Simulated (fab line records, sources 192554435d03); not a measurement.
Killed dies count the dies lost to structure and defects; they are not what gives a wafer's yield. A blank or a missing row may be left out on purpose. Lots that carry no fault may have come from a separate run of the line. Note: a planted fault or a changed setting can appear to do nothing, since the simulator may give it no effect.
Chamber matching | flow n5 finfet | 3 sister chambers for N5_GATE_CUT_STRIP_41 on rie diel-03
The step strips in CF4. 3 wafers are shown with their chamber, then 6 later ones without.

WAFERS, EACH WITH ITS CHAMBER
wafer  | chamber | drypump motor current A (A)
L092.1 | 0       | 5.57
L092.3 | 3       | 5.70
L095.2 | 1       | 5.21

WAFERS WITH NO CHAMBER GIVEN
wafer  | drypump motor current A (A)
L095.5 | 5.70
L095.6 | 5.53
L096.2 | 5.70
L096.3 | 5.21
L097.2 | 5.59
L097.6 | 5.60

WHICH CHAMBER EACH WENT THROUGH
wafer  | from the rows above | in truth
L095.5 | 3                   | 3
L095.6 | 0                   | 0
L096.2 | 3                   | 3
L096.3 | 1                   | 1
L097.2 | 0                   | 0
L097.6 | 0                   | 0
Correctly placed: 6 of 6. Can't be placed from these rows: 0. Number placed wrongly: 0.
How it was worked out, from the rows above alone: a wafer's distance from a chamber is the root of the sum, over the readings, of the square of ((its reading less the chamber's mean) divided by the reading's scatter). If the next closest chamber is less than 2 further off than the closest, the wafer can't be placed; otherwise it belongs to the closest. A chamber's mean is the mean of its shown wafers. The scatter: root of mean squared gap, hidden wafer to nearest shown wafer, with one shown wafer a chamber.
